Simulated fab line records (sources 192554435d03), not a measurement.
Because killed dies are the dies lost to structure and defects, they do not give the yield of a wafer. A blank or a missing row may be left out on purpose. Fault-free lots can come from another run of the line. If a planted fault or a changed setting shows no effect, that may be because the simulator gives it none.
Chamber matching + flow n5-finfet + 4 sister chambers for N5_BEOL_M5_STRIP_64 on rie-diel-04
The step strips in CF4. 4 wafers are shown with their chamber, then 8 later ones without.

## WAFERS PAIRED WITH THEIR CHAMBERS
| wafer  | chamber | showerhead-plenum-p-Torr (Torr) |
|--------|---------|---------------------------------|
| L082.4 | 1       | 1.84                            |
| L083.6 | 2       | 1.83                            |
| L084.5 | 3       | 1.91                            |
| L087.3 | 0       | 1.83                            |

## WAFERS WHOSE CHAMBER IS MISSING
| wafer  | showerhead-plenum-p-Torr (Torr) |
|--------|---------------------------------|
| L087.4 | 1.90                            |
| L087.6 | 1.83                            |
| L090.3 | 1.84                            |
| L090.4 | 1.84                            |
| L090.6 | 1.83                            |
| L095.1 | 1.83                            |
| L095.3 | 1.83                            |
| L095.4 | 1.83                            |

## EACH ONE'S CHAMBER
| wafer  | from the rows above     | in truth |
|--------|-------------------------|----------|
| L087.4 | 3                       | 3        |
| L087.6 | can't be placed: 0 or 2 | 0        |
| L090.3 | 1                       | 1        |
| L090.4 | 1                       | 1        |
| L090.6 | can't be placed: 0 or 2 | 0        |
| L095.1 | can't be placed: 0 or 2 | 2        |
| L095.3 | can't be placed: 0 or 2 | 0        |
| L095.4 | can't be placed: 0 or 2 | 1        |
Correctly placed: 3 of 8. Cannot be placed on the basis of these rows: 5; the candidates contain the true chamber in 4. Number placed wrongly: 0.
How it was worked out, from the rows above alone: a wafer's distance from a chamber is the root of the sum, over the readings, of the square of ((its reading less the chamber's mean) divided by the reading's scatter). If the next closest chamber is less than 2 further off than the closest, the wafer can't be placed; otherwise it belongs to the closest. Each chamber's mean is taken over the wafers shown for it. The scatter: root of mean squared gap, hidden wafer to nearest shown wafer, with one shown wafer a chamber.
